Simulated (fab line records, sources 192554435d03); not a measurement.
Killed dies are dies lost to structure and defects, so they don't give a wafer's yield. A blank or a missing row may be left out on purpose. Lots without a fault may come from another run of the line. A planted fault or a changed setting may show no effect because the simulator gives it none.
Problem report in the 8D (eight disciplines) form, filled by code | flow n5_finfet | the parts of the form that need people (team, actions taken, sign-off) are left out

1. THE PROBLEM
bias_w at N5_BEOL_M2_ETCH_70 reads a mean of 201.1 W on 3 wafers of 2 lots; wafers without a fault read 149.9 W with a standard deviation of 0.42. That is +99 or more standard deviations from the usual mean.
The step: etches SOC in N2/H2, target depth 80 nm, overetch 24 nm, time 130 s.
First seen on wafer L488.1, day 9 00:41, on rie_diel-04. The record holds 24 wafers of 8 lots with a number at this step. Rule for "out", or "out of limits": more than 4 standard deviations from the usual mean. The other wafers with a number count as sound.

2. WHAT IT IS AND WHAT IT IS NOT
question                    | is                     | is not
which readings at this step | bias_w, rf_vpp_V       | drypump_motor_current_A, oes_product_au, rf_fwd_power_W, showerhead_plenum_p_Torr, throttle_valve_pct
which lots                  | L488, L493             | L479, L483, L485, L490, L496, L497
which wafers of those lots  | L488.1, L488.6, L493.1 | L488.2, L493.4, L493.5
read on which tools         | rie_diel-04            | rie_diel-02, rie_diel-05
when                        | from day 9 00:41       | up to then (10 sound wafers); but 11 sound wafers of L490, L493, L496, L497 came after

3. SUSPECTS, AND WHAT RULES EACH OUT
Counting: a tool at a process step up to the reading stays a suspect if it ran every lot that is out. Sound lots after the first of them don't rule it out here, since some wafers of a struck lot are sound.
- rie_diel-04 at N5_BEOL_M2_ETCH_70 (etches SOC in N2/H2, target depth 80 nm, overetch 24 nm, time 130 s): kept. It ran every lot that is out, first L488 (day 9 00:41); its last sound lot up to then is L483 (day 7 14:13). Its own readings are out on those wafers: bias_w, rf_vpp_V.
- Within rie_diel-04 at N5_BEOL_M2_ETCH_70: the wafers that are out ran in chamber 0; their sound lot-mates ran in chambers 2, 3.
Left after counting: rie_diel-04 at N5_BEOL_M2_ETCH_70.

4. THE CAUSE (what the simulator had put in)
Process parameter drift: rie_diel-04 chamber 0, from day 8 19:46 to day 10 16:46, at N5_BEOL_M2_ETCH_70. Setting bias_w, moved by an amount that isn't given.
Counting left only this tool.

5. THE CHAIN OF EFFECTS, in route order
Each row: a reading whose mean over the struck wafers that have a number lies more than 3 standard deviations from the usual. Only readings for which the record gives a usual standard deviation are gone through. hours: the time from each lot's start at the first step in this table that gives one to its start at this step, as a median over the lots. sigmas: the change in usual standard deviations.
hours | step               | reading  | usual   | on struck wafers | change | sigmas
0     | N5_BEOL_M2_ETCH_70 | bias_w   | 149.9 W | 201.1            | +51.2  | +99 or more
0     | N5_BEOL_M2_ETCH_70 | rf_vpp_V | 524.5 V | 631.0            | +106.5 | +43
The process steps in it:
- N5_BEOL_M2_ETCH_70: etches SOC in N2/H2, target depth 80 nm, overetch 24 nm, time 130 s.
Later measuring or inspecting steps at which every struck wafer that the step has a row for has a number for every such reading, and none has moved that far: N5_BEOL_M2_OCD_MEAS_38, N5_BEOL_M4_RC_MEAS_101.

6. WHAT WOULD HAVE CAUGHT IT SOONER
In this record the first reading out of limits was taken at day 9 00:41, 5 hours after the fault began at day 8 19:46.
